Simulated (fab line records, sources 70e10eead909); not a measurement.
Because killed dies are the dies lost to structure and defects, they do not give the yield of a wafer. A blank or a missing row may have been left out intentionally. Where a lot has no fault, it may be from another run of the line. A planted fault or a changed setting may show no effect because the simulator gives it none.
Chamber matching + flow nandHarc + 3 sister chambers for NHARC_A_M1_PRE_CLEAN_32 on pecvd-02
The step time 12 s. 3 wafers are shown with their chamber, then 10 later ones without.

== EACH WAFER AND ITS CHAMBER ==
| wafer  | chamber | heaterPowerW (W) |
|--------|---------|------------------|
| L091.4 | 0       | 844              |
| L090.1 | 1       | 560              |
| L090.4 | 2       | 788              |

== WAFERS WHOSE CHAMBER IS MISSING ==
| wafer  | heaterPowerW (W) |
|--------|------------------|
| L090.5 | 553              |
| L097.1 | 566              |
| L097.2 | 830              |
| L097.6 | 562              |
| L095.1 | 726              |
| L095.3 | 731              |
| L095.5 | 478              |
| L096.2 | 586              |
| L096.4 | 795              |
| L096.5 | 706              |

== WHICH CHAMBER EACH ONE RAN IN ==
| wafer  | from the rows above          | in truth |
|--------|------------------------------|----------|
| L090.5 | 1                            | 1        |
| L097.1 | 1                            | 1        |
| L097.2 | can't be placed: 0 or 2      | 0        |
| L097.6 | 1                            | 1        |
| L095.1 | can't be placed: 2 or 0      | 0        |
| L095.3 | can't be placed: 2 or 0      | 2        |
| L095.5 | 1                            | 1        |
| L096.2 | 1                            | 1        |
| L096.4 | can't be placed: 2 or 0      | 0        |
| L096.5 | can't be placed: 2 or 0 or 1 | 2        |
Correct placement for 5 of the 10. Can't be placed from these rows: 5 (the true chamber is among the candidates in 5). Wrongly placed: 0.
How it was worked out, from the rows above alone: a wafer's distance from a chamber is the root of the sum, over the readings, of the square of ((its reading less the chamber's mean) divided by the reading's scatter). If the next closest chamber is less than 2 further off than the closest, the wafer can't be placed; otherwise it belongs to the closest. A chamber's mean is the mean of its shown wafers. The scatter (one wafer shown for each chamber): square how far every hidden wafer sits from the nearest shown wafer, average those squares and take the square root.
